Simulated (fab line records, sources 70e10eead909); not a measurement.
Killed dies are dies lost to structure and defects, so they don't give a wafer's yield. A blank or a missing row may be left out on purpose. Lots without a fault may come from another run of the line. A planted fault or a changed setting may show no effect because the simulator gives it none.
Which tool did it? | flow nand_harc | 24 lots, 72 wafers sampled, at 6 steps of a route of 1159

WHAT THE GAUGES READ, wafer by wafer
The record holds no reading of a measuring or inspecting step that can be judged against a usual standard deviation.

WHICH TOOL RAN EACH LOT (tool, then ch and the chambers of the sampled wafers, then the start)
lot  | NHARC_A_STAIRCASE_TRIM_20          | NHARC_A_STAIRCASE_TRIM_191                    | NHARC_A_STAIRCASE_ETCH_192                    | NHARC_A_STAIRCASE_ETCH_194                    | NHARC_A_STAIRCASE_TRIM_220         | NHARC_A_STAIRCASE_HM_DEP_456
L074 | rie_diel-06 ch 1,2,3, day 10 13:10 | rie_diel-13 ch 1,2,3, day 10 20:41 or earlier | rie_diel-13 ch 0,1,3, day 10 20:41 or earlier | rie_diel-13 ch 0,1,3, day 10 20:41 or earlier | rie_diel-13 ch 1,2,3, day 10 20:41 | acl_dep-02 ch 0, day 11 02:30
L075 | rie_diel-06 ch 0,2,3, day 10 23:25 | rie_diel-13 ch 0,1,2, day 11 06:35 or earlier | rie_diel-13 ch 0,2,3, day 11 06:35 or earlier | rie_diel-13 ch 0,3, day 11 06:35 or earlier   | rie_diel-02 ch 0,2,3, day 11 06:35 | acl_dep-01 ch 0, day 11 14:55
L076 | rie_diel-02 ch 2,3, day 10 23:55   | rie_diel-13 ch 0,1,3, day 11 07:13 or earlier | rie_diel-13 ch 0,2, day 11 07:13 or earlier   | rie_diel-13 ch 0,2,3, day 11 07:13 or earlier | rie_diel-13 ch 0,1, day 11 07:13   | acl_dep-02 ch 0, day 11 14:34
L078 | rie_diel-13 ch 0,1,2, day 11 12:53 | rie_diel-06 ch 0,1,2, day 11 19:12 or earlier | rie_diel-06 ch 1,2,3, day 11 19:12 or earlier | rie_diel-06 ch 0,1,2, day 11 19:12 or earlier | rie_diel-06 ch 1,2, day 11 19:12   | acl_dep-01 ch 0, day 12 00:10
L077 | rie_diel-02 ch 0,2,3, day 11 12:59 | rie_diel-02 ch 0,1,3, day 11 20:03 or earlier | rie_diel-02 ch 0,1,3, day 11 20:03 or earlier | rie_diel-02 ch 1,2,3, day 11 20:03 or earlier | rie_diel-13 ch 0,1,2, day 11 20:03 | acl_dep-02 ch 0, day 12 01:10
L079 | rie_diel-06 ch 1,2,3, day 12 00:25 | rie_diel-06 ch 0,3, day 12 06:59 or earlier   | rie_diel-06 ch 1,2, day 12 06:59 or earlier   | rie_diel-06 ch 1,3, day 12 06:59 or earlier   | rie_diel-02 ch 0,1, day 12 06:59   | acl_dep-01 ch 0, day 12 12:34
L080 | rie_diel-06 ch 0,2, day 12 07:41   | rie_diel-13 ch 0,3, day 12 15:01 or earlier   | rie_diel-13 ch 0,1,3, day 12 15:01 or earlier | rie_diel-13 ch 0,2,3, day 12 15:01 or earlier | rie_diel-06 ch 2,3, day 12 15:01   | acl_dep-03 ch 0, day 12 20:16
L081 | rie_diel-13 ch 0,2,3, day 12 08:01 | rie_diel-02 ch 1,2,3, day 12 15:24 or earlier | rie_diel-02 ch 0,2,3, day 12 15:24 or earlier | rie_diel-02 ch 0,2,3, day 12 15:24 or earlier | rie_diel-02 ch 0,1,2, day 12 15:24 | acl_dep-02 ch 0, day 12 21:26
L083 | rie_diel-02 ch 0,1,2, day 12 19:12 | rie_diel-06 ch 1,2,3, day 13 02:38 or earlier | rie_diel-06 ch 0,1,3, day 13 02:38 or earlier | rie_diel-06 ch 1,3, day 13 02:38 or earlier   | rie_diel-02 ch 0,1, day 13 02:38   | acl_dep-03 ch 0, day 13 09:28
L082 | rie_diel-06 ch 0,2,3, day 12 19:32 | rie_diel-06 ch 0,2,3, day 13 02:17 or earlier | rie_diel-06 ch 0,1,3, day 13 02:17 or earlier | rie_diel-06 ch 1,2,3, day 13 02:17 or earlier | rie_diel-02 ch 0,1,3, day 13 02:17 | acl_dep-03 ch 0, day 13 07:35
L084 | rie_diel-02 ch 0,1,3, day 13 01:38 | rie_diel-06 ch 2,3, day 13 07:54 or earlier   | rie_diel-06 ch 0,1,2, day 13 07:54 or earlier | rie_diel-06 ch 0,1,2, day 13 07:54 or earlier | rie_diel-06 ch 1,2, day 13 07:54   | acl_dep-03 ch 0, day 13 18:37
L088 | rie_diel-13 ch 0,1,3, day 13 21:55 | rie_diel-13 ch 0,2,3, day 14 06:08 or earlier | rie_diel-13 ch 0,1,2, day 14 06:08 or earlier | rie_diel-13 ch 0,1,2, day 14 06:08 or earlier | rie_diel-06 ch 0,2,3, day 14 06:08 | acl_dep-01 ch 0, day 14 11:37
L086 | rie_diel-06 ch 0,3, day 14 01:30   | rie_diel-06 ch 0,1,2, day 14 10:20 or earlier | rie_diel-06 ch 0,1,3, day 14 10:20 or earlier | rie_diel-06 ch 0,2,3, day 14 10:20 or earlier | rie_diel-06 ch 1,2, day 14 10:20   | acl_dep-03 ch 0, day 14 15:36
L087 | rie_diel-02 ch 0,3, day 14 02:03   | rie_diel-06 ch 0,3, day 14 09:06 or earlier   | rie_diel-06 ch 0,2,3, day 14 09:06 or earlier | rie_diel-06 ch 2,3, day 14 09:06 or earlier   | rie_diel-06 ch 0,1, day 14 09:06   | acl_dep-01 ch 0, day 14 14:06
L089 | rie_diel-13 ch 1,2,3, day 14 07:17 | rie_diel-02 ch 1,2,3, day 14 14:02 or earlier | rie_diel-02 ch 1,2,3, day 14 14:02 or earlier | rie_diel-02 ch 0,1, day 14 14:02 or earlier   | rie_diel-02 ch 0,3, day 14 14:02   | acl_dep-02 ch 0, day 14 19:47
L085 | rie_diel-02 ch 0,3, day 14 10:15   | rie_diel-13 ch 2,3, day 14 16:41 or earlier   | rie_diel-13 ch 0,2, day 14 16:41 or earlier   | rie_diel-13 ch 0,3, day 14 16:41 or earlier   | rie_diel-06 ch 0,1,3, day 14 16:41 | acl_dep-03 ch 0, day 14 21:55
L090 | rie_diel-02 ch 0,1,2, day 15 02:05 | rie_diel-13 ch 0,1,3, day 15 08:37 or earlier | rie_diel-13 ch 0,2, day 15 08:37 or earlier   | rie_diel-13 ch 0,2,3, day 15 08:37 or earlier | rie_diel-02 ch 1,2,3, day 15 08:37 | acl_dep-03 ch 0, day 15 13:38
L091 | rie_diel-13 ch 0,2,3, day 15 03:30 | rie_diel-13 ch 0,1,3, day 15 10:25 or earlier | rie_diel-13 ch 0,2,3, day 15 10:25 or earlier | rie_diel-13 ch 0,1, day 15 10:25 or earlier   | rie_diel-02 ch 0,1,3, day 15 10:25 | acl_dep-01 ch 0, day 15 14:58
L092 | rie_diel-06 ch 1,2,3, day 15 04:32 | rie_diel-06 ch 1,3, day 15 11:16 or earlier   | rie_diel-06 ch 0,2, day 15 11:16 or earlier   | rie_diel-06 ch 0,2,3, day 15 11:16 or earlier | rie_diel-13 ch 0,2,3, day 15 11:16 | acl_dep-01 ch 0, day 15 17:08
L093 | rie_diel-02 ch 0,1,3, day 15 07:38 | rie_diel-06 ch 0,3, day 15 14:25 or earlier   | rie_diel-06 ch 0,1,3, day 15 14:25 or earlier | rie_diel-06 ch 0,1,3, day 15 14:25 or earlier | rie_diel-13 ch 0,1,2, day 15 14:25 | acl_dep-01 ch 0, day 15 20:51
L094 | rie_diel-06 ch 0,1,2, day 15 14:23 | rie_diel-06 ch 1,2, day 15 22:04 or earlier   | rie_diel-06 ch 0,2, day 15 22:04 or earlier   | rie_diel-06 ch 0,2,3, day 15 22:04 or earlier | rie_diel-06 ch 0,1,3, day 15 22:04 | acl_dep-02 ch 0, day 16 11:12
L097 | rie_diel-06 ch 0,2,3, day 16 00:13 | rie_diel-02 ch 0,1, day 16 08:47 or earlier   | rie_diel-02 ch 1,2,3, day 16 08:47 or earlier | rie_diel-02 ch 0,3, day 16 08:47 or earlier   | rie_diel-06 ch 0,3, day 16 08:47   | acl_dep-01 ch 0, day 16 16:44
L096 | rie_diel-06 ch 0,2,3, day 16 01:17 | rie_diel-13 ch 1,3, day 16 11:01 or earlier   | rie_diel-13 ch 0,1,3, day 16 11:01 or earlier | rie_diel-13 ch 0,2, day 16 11:01 or earlier   | rie_diel-13 ch 0,1,2, day 16 11:01 | acl_dep-03 ch 0, day 16 20:39
L095 | rie_diel-13 ch 0,1, day 16 15:04   | rie_diel-06 ch 0,2,3, day 16 21:19 or earlier | rie_diel-06 ch 0,2, day 16 21:19 or earlier   | rie_diel-06 ch 0,2, day 16 21:19 or earlier   | rie_diel-06 ch 0,1, day 16 21:19   | acl_dep-03 ch 0, day 17 04:23
- NHARC_A_STAIRCASE_TRIM_20: chemistry O2, time 211.2 s.
- NHARC_A_STAIRCASE_TRIM_191: chemistry O2, time 211.2 s.
- NHARC_A_STAIRCASE_ETCH_192: etches the open film in C4F8/O2, target depth 100 nm, time 40.5 s.
- NHARC_A_STAIRCASE_ETCH_194: etches the open film in C4F8/O2, target depth 100 nm, time 40.5 s.
- NHARC_A_STAIRCASE_TRIM_220: chemistry O2, time 211.2 s.
- NHARC_A_STAIRCASE_HM_DEP_456: deposits aC, target thk 1500 nm.

WHAT THE TOOLS THEMSELVES READ (means of the sampled wafers that have a number; where no wafer has one, the mark that the record gives instead)
NHARC_A_STAIRCASE_TRIM_20.
lot  | tool        | drypump_motor_current_A (A) | oes_product_au (a.u.) | rf_vpp_V (V) | showerhead_plenum_p_Torr (Torr) | throttle_valve_pct (%)
L074 | rie_diel-06 | 5.8                         | 1.002                 | 57.5         | 3.39                            | 17.046
L075 | rie_diel-06 | 5.5                         | 0.997                 | 56.8         | 3.34                            | 17.033
L076 | rie_diel-02 | 5.6                         | 1.015                 | 57.5         | 3.66                            | 17.030
L078 | rie_diel-13 | 5.5                         | 1.009                 | 58.2         | 3.44                            | 17.040
L077 | rie_diel-02 | 5.9                         | 1.009                 | 58.4         | 3.54                            | 17.022
L079 | rie_diel-06 | 5.8                         | 0.998                 | 58.0         | 3.56                            | 17.030
L080 | rie_diel-06 | 5.4                         | 1.006                 | 58.1         | 3.68                            | 17.030
L081 | rie_diel-13 | 5.5                         | 0.998                 | 57.7         | 3.45                            | 17.045
L083 | rie_diel-02 | 5.9                         | 1.005                 | 58.3         | 3.51                            | 17.044
L082 | rie_diel-06 | 5.5                         | 0.993                 | 58.5         | 3.50                            | 17.036
L084 | rie_diel-02 | 6.1                         | 0.999                 | 57.1         | 3.48                            | 17.040
L088 | rie_diel-13 | 5.5                         | 1.002                 | 56.5         | 3.50                            | 17.038
L086 | rie_diel-06 | 5.4                         | 0.992                 | 56.9         | 3.37                            | 17.038
L087 | rie_diel-02 | 6.1                         | 1.002                 | 57.8         | 3.50                            | 17.037
L089 | rie_diel-13 | 5.7                         | 0.997                 | 57.5         | 3.50                            | 17.039
L085 | rie_diel-02 | 6.2                         | 1.006                 | 57.3         | 3.41                            | 17.048
L090 | rie_diel-02 | 5.9                         | 1.009                 | 57.6         | 3.50                            | 17.032
L091 | rie_diel-13 | 5.5                         | 1.000                 | 58.2         | 3.44                            | 17.045
L092 | rie_diel-06 | 5.8                         | 1.010                 | 57.3         | 3.54                            | 17.034
L093 | rie_diel-02 | 6.1                         | 1.010                 | 58.4         | 3.47                            | 17.042
L094 | rie_diel-06 | 5.6                         | 0.998                 | 58.6         | 3.58                            | 17.040
L097 | rie_diel-06 | 5.5                         | 0.994                 | 57.5         | 3.49                            | 17.035
L096 | rie_diel-06 | 5.5                         | 0.988                 | 57.1         | 3.49                            | 17.030
L095 | rie_diel-13 | 5.3                         | 1.002                 | 57.3         | 3.42                            | 17.034

NHARC_A_STAIRCASE_TRIM_191.
lot  | tool        | drypump_motor_current_A (A) | oes_product_au (a.u.) | rf_vpp_V (V) | showerhead_plenum_p_Torr (Torr) | throttle_valve_pct (%)
L074 | rie_diel-13 | 5.6                         | 1.010                 | 57.5         | 3.52                            | 17.035
L075 | rie_diel-13 | 5.5                         | 1.001                 | 57.5         | 3.44                            | 17.040
L076 | rie_diel-13 | 5.5                         | 1.004                 | 58.3         | 3.51                            | 17.026
L078 | rie_diel-06 | 5.5                         | 0.998                 | 57.6         | 3.60                            | 17.042
L077 | rie_diel-02 | 6.1                         | 1.011                 | 58.3         | 3.49                            | 17.045
L079 | rie_diel-06 | 5.4                         | 0.999                 | 58.4         | 3.38                            | 17.037
L080 | rie_diel-13 | 5.3                         | 1.000                 | 57.4         | 3.45                            | 17.052
L081 | rie_diel-02 | 5.8                         | 1.005                 | 57.9         | 3.61                            | 17.038
L083 | rie_diel-06 | 5.8                         | 0.996                 | 58.8         | 3.55                            | 17.038
L082 | rie_diel-06 | 5.5                         | 1.003                 | 58.1         | 3.50                            | 17.041
L084 | rie_diel-06 | 5.8                         | 0.989                 | 57.2         | 3.47                            | 17.040
L088 | rie_diel-13 | 5.5                         | 1.000                 | 57.3         | 3.45                            | 17.030
L086 | rie_diel-06 | 5.5                         | 1.005                 | 58.5         | 3.59                            | 17.032
L087 | rie_diel-06 | 5.4                         | 0.989                 | 56.9         | 3.37                            | 17.038
L089 | rie_diel-02 | 5.8                         | 1.011                 | 57.7         | 3.60                            | 17.037
L085 | rie_diel-13 | 5.7                         | 0.995                 | 57.2         | 3.45                            | 17.027
L090 | rie_diel-13 | 5.5                         | 0.993                 | 58.5         | 3.49                            | 17.028
L091 | rie_diel-13 | 5.5                         | 1.001                 | 57.5         | 3.49                            | 17.038
L092 | rie_diel-06 | 6.0                         | 1.003                 | 57.4         | 3.46                            | 17.027
L093 | rie_diel-06 | 5.7                         | 0.988                 | 57.1         | 3.33                            | 17.040
L094 | rie_diel-06 | 5.7                         | 1.007                 | 57.8         | 3.71                            | 17.045
L097 | rie_diel-02 | 6.3                         | 1.003                 | 57.1         | 3.37                            | 17.041
L096 | rie_diel-13 | 5.7                         | 1.005                 | 57.2         | 3.55                            | 17.036
L095 | rie_diel-06 | 5.5                         | 0.999                 | 58.4         | 3.49                            | 17.037

NHARC_A_STAIRCASE_ETCH_192.
lot  | tool        | oes_product_au (a.u.) | rf_vpp_V (V)
L074 | rie_diel-13 | 0.944                 | 894
L075 | rie_diel-13 | 0.943                 | 893
L076 | rie_diel-13 | 0.934                 | 891
L078 | rie_diel-06 | 0.943                 | 897
L077 | rie_diel-02 | 0.948                 | 895
L079 | rie_diel-06 | 0.953                 | 900
L080 | rie_diel-13 | 0.951                 | 894
L081 | rie_diel-02 | 0.950                 | 896
L083 | rie_diel-06 | 0.938                 | 892
L082 | rie_diel-06 | 0.948                 | 892
L084 | rie_diel-06 | 0.959                 | 898
L088 | rie_diel-13 | 0.941                 | 892
L086 | rie_diel-06 | 0.931                 | 892
L087 | rie_diel-06 | 0.939                 | 894
L089 | rie_diel-02 | 0.946                 | 899
L085 | rie_diel-13 | 0.939                 | 890
L090 | rie_diel-13 | 0.945                 | 891
L091 | rie_diel-13 | 0.930                 | 893
L092 | rie_diel-06 | 0.937                 | 896
L093 | rie_diel-06 | 0.951                 | 892
L094 | rie_diel-06 | 0.943                 | 896
L097 | rie_diel-02 | 0.956                 | 898
L096 | rie_diel-13 | 0.942                 | 894
L095 | rie_diel-06 | 0.938                 | 896

NHARC_A_STAIRCASE_ETCH_194.
lot  | tool        | oes_product_au (a.u.) | rf_vpp_V (V)
L074 | rie_diel-13 | 0.951                 | 895
L075 | rie_diel-13 | 0.952                 | 892
L076 | rie_diel-13 | 0.943                 | 893
L078 | rie_diel-06 | 0.954                 | 898
L077 | rie_diel-02 | 0.955                 | 900
L079 | rie_diel-06 | 0.943                 | 892
L080 | rie_diel-13 | 0.933                 | 893
L081 | rie_diel-02 | 0.950                 | 896
L083 | rie_diel-06 | 0.943                 | 894
L082 | rie_diel-06 | 0.942                 | 898
L084 | rie_diel-06 | 0.946                 | 898
L088 | rie_diel-13 | 0.938                 | 893
L086 | rie_diel-06 | 0.934                 | 894
L087 | rie_diel-06 | 0.931                 | 894
L089 | rie_diel-02 | 0.948                 | 894
L085 | rie_diel-13 | 0.951                 | 893
L090 | rie_diel-13 | 0.940                 | 893
L091 | rie_diel-13 | 0.939                 | 892
L092 | rie_diel-06 | 0.937                 | 895
L093 | rie_diel-06 | 0.936                 | 892
L094 | rie_diel-06 | 0.931                 | 895
L097 | rie_diel-02 | 0.956                 | 895
L096 | rie_diel-13 | 0.942                 | 891
L095 | rie_diel-06 | 0.936                 | 901

NHARC_A_STAIRCASE_TRIM_220.
lot  | tool        | drypump_motor_current_A (A) | oes_product_au (a.u.) | rf_vpp_V (V) | showerhead_plenum_p_Torr (Torr) | throttle_valve_pct (%)
L074 | rie_diel-13 | 5.7                         | 1.012                 | 57.2         | 3.52                            | 17.039
L075 | rie_diel-02 | 5.9                         | 1.011                 | 58.3         | 3.54                            | 17.045
L076 | rie_diel-13 | 5.3                         | 1.005                 | 58.2         | 3.44                            | 17.040
L078 | rie_diel-06 | 5.9                         | 1.003                 | 59.2         | 3.64                            | 17.042
L077 | rie_diel-13 | 5.5                         | 1.010                 | 57.4         | 3.44                            | 17.030
L079 | rie_diel-02 | 6.1                         | 1.003                 | 58.1         | 3.46                            | 17.039
L080 | rie_diel-06 | 5.8                         | 0.997                 | 57.6         | 3.47                            | 17.037
L081 | rie_diel-02 | 5.9                         | 1.007                 | 57.2         | 3.51                            | 17.031
L083 | rie_diel-02 | 6.1                         | 0.999                 | 57.8         | 3.45                            | 17.033
L082 | rie_diel-02 | 6.1                         | 1.006                 | 57.7         | 3.48                            | 17.032
L084 | rie_diel-06 | 5.6                         | 1.004                 | 58.7         | 3.72                            | 17.037
L088 | rie_diel-06 | 5.5                         | 0.994                 | 58.0         | 3.50                            | 17.036
L086 | rie_diel-06 | 5.7                         | 0.998                 | 58.0         | 3.71                            | 17.037
L087 | rie_diel-06 | 5.4                         | 1.001                 | 57.3         | 3.46                            | 17.033
L089 | rie_diel-02 | 6.1                         | 1.001                 | 57.2         | 3.50                            | 17.032
L085 | rie_diel-06 | 5.7                         | 1.006                 | 56.6         | 3.42                            | 17.027
L090 | rie_diel-02 | 5.8                         | 1.014                 | 58.4         | 3.59                            | 17.042
L091 | rie_diel-02 | 6.1                         | 1.009                 | 57.3         | 3.47                            | 17.038
L092 | rie_diel-13 | 5.5                         | 1.002                 | 58.6         | 3.44                            | 17.029
L093 | rie_diel-13 | 5.5                         | 0.998                 | 57.6         | 3.43                            | 17.025
L094 | rie_diel-06 | 5.7                         | 1.002                 | 58.2         | 3.41                            | 17.036
L097 | rie_diel-06 | 5.7                         | 0.990                 | 58.1         | 3.32                            | 17.031
L096 | rie_diel-13 | 5.5                         | 1.005                 | 57.9         | 3.42                            | 17.033
L095 | rie_diel-06 | 5.4                         | 0.991                 | 57.9         | 3.45                            | 17.041

NHARC_A_STAIRCASE_HM_DEP_456.
lot  | tool       | throttle_valve_pct (%)
L074 | acl_dep-02 | 35.005
L075 | acl_dep-01 | 34.991
L076 | acl_dep-02 | 34.997
L078 | acl_dep-01 | 35.001
L077 | acl_dep-02 | 35.001
L079 | acl_dep-01 | 35.001
L080 | acl_dep-03 | 35.010
L081 | acl_dep-02 | 35.011
L083 | acl_dep-03 | 34.995
L082 | acl_dep-03 | 34.994
L084 | acl_dep-03 | 34.995
L088 | acl_dep-01 | 34.998
L086 | acl_dep-03 | 35.001
L087 | acl_dep-01 | 35.000
L089 | acl_dep-02 | 35.005
L085 | acl_dep-03 | 34.999
L090 | acl_dep-03 | 35.002
L091 | acl_dep-01 | 35.008
L092 | acl_dep-01 | 34.997
L093 | acl_dep-01 | 35.005
L094 | acl_dep-02 | 34.994
L097 | acl_dep-01 | 35.001
L096 | acl_dep-03 | 35.002
L095 | acl_dep-03 | 35.005

THE ANSWER, worked out from the rows above alone
Rule: what is usual is taken from the lots themselves. Put in order of their means at a reading, lots are off if they are a third of the lots or fewer, leave a main group of 4 or more, and stand apart from it by a gap of 3 or more times the standard deviation of the main group's means; of several such gaps the widest counts. A main group whose means are all the same, to the digits that the tables above print for the reading, isn't used. A lot without any number at a reading at which 4 lots or more have one is off too. The other lots that the step has rows for count as sound. The gauges are gone through in route order, then the tools' own readings, and for those a lot's mean is taken as printed above. The first step at which some lot is off is used, and at that step the reading that is off furthest; a lot without a number counts as furthest.
No lot is off at any reading shown: from this, nothing can be told.

WHAT THE SIMULATOR HAD PUT IN
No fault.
